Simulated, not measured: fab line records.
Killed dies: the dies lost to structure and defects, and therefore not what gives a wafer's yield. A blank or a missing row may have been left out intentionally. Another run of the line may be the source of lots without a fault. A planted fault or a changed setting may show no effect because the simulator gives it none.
Which tool did it? + flow nand-harc + Sampling: 14 lots, 42 wafers, 5 of 1302 route steps

## WHAT EACH GAUGE READ, for each wafer
NHARC_A_DECK1_JOINT_THK_MEAS_17: measures by ellipsometry. Usual: 44.8 nm for thk-nm, sd 1.1.
| lot  | measured     | on            | thk-nm (nm)    | flag |
|------|--------------|---------------|----------------|------|
| L663 | day 12 08:59 | film-metro-02 | 43.7 45.2 42.5 |      |
| L662 | day 12 09:10 | film-metro-02 | 44.1 44.8 43.7 |      |
| L665 | day 13 03:23 | film-metro-01 | 44.2 44.7 45.1 |      |
| L664 | day 13 03:23 | film-metro-02 | 43.1 44.1 44.6 |      |
| L668 | day 14 05:58 | film-metro-02 | 44.1 43.9 43.7 |      |
| L671 | day 15 17:32 | film-metro-01 | 44.6 45.9 46.6 |      |
| L675 | day 17 05:05 | film-metro-01 | 46.3 47.1 44.8 |      |
| L677 | day 18 10:32 | film-metro-01 | 45.5 46.0 46.9 |      |
| L679 | day 19 06:35 | film-metro-01 | 44.4 45.5 45.4 |      |
| L680 | day 19 17:34 | film-metro-01 | 43.3 44.3 45.3 |      |
| L681 | day 19 17:35 | film-metro-02 | 42.6 44.3 46.7 |      |
| L682 | day 20 22:42 | film-metro-01 | 43.1 46.2 43.4 |      |
| L684 | day 21 13:04 | film-metro-02 | 43.9 45.7 45.6 |      |
| L685 | day 21 13:04 | film-metro-01 | 45.3 44.3 44.6 |      |

NHARC_A_ONON_D2_THK_MEAS_24: measures by ellipsometry. Usual: 1003 nm for thk-nm, sd 8.
| lot  | measured     | on            | thk-nm (nm)    | flag |
|------|--------------|---------------|----------------|------|
| L663 | day 12 20:23 | film-metro-01 | 1007 1004 1005 |      |
| L662 | day 12 20:23 | film-metro-02 | 997 996 999    |      |
| L665 | day 13 18:47 | film-metro-02 | 999 998 998    |      |
| L664 | day 13 18:56 | film-metro-02 | 1010 1010 1011 |      |
| L668 | day 14 20:07 | film-metro-02 | 1021 1019 1018 |      |
| L671 | day 16 05:08 | film-metro-01 | 1016 1016 1016 |      |
| L675 | day 17 16:21 | film-metro-01 | 985 985 984    |      |
| L677 | day 18 22:15 | film-metro-02 | 1005 1003 1005 |      |
| L679 | day 19 18:32 | film-metro-02 | 999 1001 1000  |      |
| L680 | day 20 07:23 | film-metro-02 | 1006 1007 1007 |      |
| L681 | day 20 07:24 | film-metro-01 | 1007 1004 1005 |      |
| L682 | day 21 10:03 | film-metro-01 | 1003 1005 1004 |      |
| L684 | day 22 02:23 | film-metro-01 | 999 999 998    |      |
| L685 | day 22 02:22 | film-metro-02 | 1001 1001 1001 |      |

NHARC_A_ONON_D2_THK_MEAS_30: measures by ellipsometry. Usual: 1001 nm for thk-nm, sd 11.
| lot  | measured     | on            | thk-nm (nm)    | flag |
|------|--------------|---------------|----------------|------|
| L663 | day 12 21:30 | film-metro-02 | 993 992 993    |      |
| L662 | day 12 21:32 | film-metro-01 | 994 992 995    |      |
| L665 | day 13 19:56 | film-metro-01 | 987 988 987    |      |
| L664 | day 13 20:05 | film-metro-02 | 1008 1009 1009 |      |
| L668 | day 14 21:14 | film-metro-02 | 1013 1014 1014 |      |
| L671 | day 16 06:15 | film-metro-01 | 987 986 988    |      |
| L675 | day 17 17:29 | film-metro-01 | 988 989 990    |      |
| L677 | day 18 23:23 | film-metro-02 | 998 998 998    |      |
| L679 | day 19 19:40 | film-metro-01 | 995 994 995    |      |
| L680 | day 20 08:31 | film-metro-01 | 1024 1024 1023 |      |
| L681 | day 20 08:32 | film-metro-02 | 1014 1013 1013 |      |
| L682 | day 21 11:11 | film-metro-01 | 986 988 990    |      |
| L684 | day 22 03:31 | film-metro-02 | 1018 1018 1019 |      |
| L685 | day 22 03:31 | film-metro-01 | 1014 1013 1014 |      |

NHARC_END_SORT_01. Usual: killed-at-array 61, standard deviation 26; killed-at-other 0.8, standard deviation 1.1; killed-at-periphery 4.0, standard deviation 2.6; killed-dies 66, standard deviation 26; killed-open 3.1, standard deviation 1.7; killed-short 2.5, standard deviation 1.5.
| lot  | measured     | on        | killed-at-array | killed-at-other | killed-at-periphery | killed-dies | killed-open | killed-short | flag |
|------|--------------|-----------|-----------------|-----------------|---------------------|-------------|-------------|--------------|------|
| L663 | day 24 15:40 | prober-01 | 81 80 68        | 3 0 1           | 7 2 5               | 91 82 74    | 4 3 3       | 1 2 2        |      |
| L662 | day 24 15:43 | prober-02 | 67 62 68        | 0 0 0           | 5 3 6               | 72 65 74    | 4 5 5       | 3 4 6        |      |
| L665 | day 24 23:29 | prober-01 | 29 25 24        | 1 0 0           | 6 7 4               | 36 32 28    | 7 4 3       | 3 4 2        |      |
| L664 | day 24 23:31 | prober-02 | 100 101 80      | 0 3 0           | 1 1 5               | 101 105 85  | 1 3 3       | 1 1 2        |      |
| L668 | day 25 23:18 | prober-01 | 68 60 67        | 0 2 0           | 3 7 3               | 71 69 70    | 1 1 1       | 1 3 4        |      |
| L671 | day 27 20:20 | prober-01 | 32 34 34        | 1 1 1           | 4 0 3               | 37 35 38    | 5 1 1       | 2 2 5        |      |
| L675 | day 29 17:56 | prober-01 | 39 38 41        | 0 2 0           | 5 3 2               | 44 43 43    | 3 4 5       | 4 4 1        |      |
| L677 | day 30 15:26 | prober-01 | 26 23 39        | 0 0 0           | 5 4 4               | 31 27 43    | 3 5 6       | 3 2 0        |      |
| L679 | day 31 00:04 | prober-01 | 31 32 28        | 4 1 1           | 1 7 2               | 36 40 31    | 1 0 1       | 3 4 6        |      |
| L680 | day 31 18:36 | prober-01 | 46 54 46        | 0 0 0           | 5 6 3               | 51 60 49    | 1 3 1       | 1 4 4        |      |
| L681 | day 31 18:39 | prober-02 | 36 36 32        | 2 1 2           | 7 11 6              | 45 48 40    | 2 3 1       | 4 3 1        |      |
| L682 | day 33 04:27 | prober-01 | 44 38 50        | 3 1 1           | 2 0 2               | 49 39 53    | 5 1 2       | 1 4 1        |      |
| L684 | day 33 13:04 | prober-01 | 49 42 38        | 4 3 0           | 7 2 4               | 60 47 42    | 6 2 5       | 3 3 2        |      |
| L685 | day 33 04:24 | prober-02 | 38 50 56        | 0 0 0           | 5 4 2               | 43 54 58    | 6 4 2       | 4 1 1        |      |

## EACH LOT AND THE TOOL THAT RAN IT (in order: tool; ch and the chambers of the sampled wafers; start)
| lot  | NHARC_A_ONON_D2_DEP_33          |
|------|---------------------------------|
| L663 | pecvd-02 ch 0,2, day 12 21:37   |
| L662 | pecvd-04 ch 0,2, day 12 21:35   |
| L665 | pecvd-02 ch 1,2, day 13 20:02   |
| L664 | pecvd-04 ch 0,1,2, day 13 20:08 |
| L668 | pecvd-04 ch 0,1,2, day 14 21:18 |
| L671 | pecvd-04 ch 1,2, day 16 06:26   |
| L675 | pecvd-02 ch 0,2, day 17 17:38   |
| L677 | pecvd-03 ch 0,2, day 18 23:29   |
| L679 | pecvd-03 ch 0,2, day 19 19:43   |
| L680 | pecvd-04 ch 0,1, day 20 08:37   |
| L681 | pecvd-02 ch 0,2, day 20 08:35   |
| L682 | pecvd-03 ch 0,2, day 21 11:20   |
| L684 | pecvd-04 ch 1,2, day 22 03:39   |
| L685 | pecvd-03 ch 0,1, day 22 03:35   |
- NHARC_A_ONON_D2_DEP_33: deposits SiO2, target thk 200 nm.

## AS READ BY THE TOOLS THEMSELVES (means over the sampled wafers that have a number; for cases with no such wafer, the mark the record gives instead)
NHARC_A_ONON_D2_DEP_33. Usual: heater-power-w 558 W, standard deviation 86; rf-fwd-power-W 898 W, standard deviation 3.1; susceptor-temp-C 400.02 C, standard deviation 0.24; throttle-valve-pct 16.0 %, standard deviation 0.64.
| lot  | tool     | heater-power-w (W) | rf-fwd-power-W (W) | susceptor-temp-C (C) | throttle-valve-pct (%) | flag |
|------|----------|--------------------|--------------------|----------------------|------------------------|------|
| L663 | pecvd-02 | 476                | 899                | 400.11               | 16.2                   |      |
| L662 | pecvd-04 | 681                | 897                | 399.94               | 16.5                   |      |
| L665 | pecvd-02 | 476                | 898                | 399.87               | 15.7                   |      |
| L664 | pecvd-04 | 598                | 895                | 399.86               | 16.1                   |      |
| L668 | pecvd-04 | 611                | 935                | 399.85               | 16.3                   | OFF  |
| L671 | pecvd-04 | 492                | 967                | 400.01               | 15.9                   | OFF  |
| L675 | pecvd-02 | 492                | 900                | 399.85               | 16.2                   |      |
| L677 | pecvd-03 | 577                | 898                | 400.25               | 16.2                   |      |
| L679 | pecvd-03 | 490                | 898                | 399.86               | 16.2                   |      |
| L680 | pecvd-04 | 627                | 894                | 399.77               | 15.6                   |      |
| L681 | pecvd-02 | 621                | 895                | 400.03               | 16.5                   |      |
| L682 | pecvd-03 | 569                | 897                | 399.82               | 16.3                   |      |
| L684 | pecvd-04 | 532                | 898                | 400.24               | 15.4                   |      |
| L685 | pecvd-03 | 502                | 896                | 400.25               | 16.1                   |      |

## THE ANSWER, worked out from the rows above alone
Rule: a lot counts as off when the mean over its wafers that have a number is more than 3 standard deviations away from the usual mean. Also off: a lot with no number at a reading for which 4 or more lots have one. All remaining lots with rows at the step are treated as sound. Order of review: gauges by route order, followed by the tools' own readings, for which a lot's mean as printed above is used. The first step at which some lot is off is used, and at that step the reading that is off furthest; a lot without a number counts as furthest.
Off, at NHARC_A_ONON_D2_DEP_33 on rf-fwd-power-W: L668, L671.
A tool fits if, at that step or a process step before it, it ran every lot that is off, and no sound lot after the first of them. None of those tried fits.

## WHAT HAD BEEN PUT IN BY THE SIMULATOR
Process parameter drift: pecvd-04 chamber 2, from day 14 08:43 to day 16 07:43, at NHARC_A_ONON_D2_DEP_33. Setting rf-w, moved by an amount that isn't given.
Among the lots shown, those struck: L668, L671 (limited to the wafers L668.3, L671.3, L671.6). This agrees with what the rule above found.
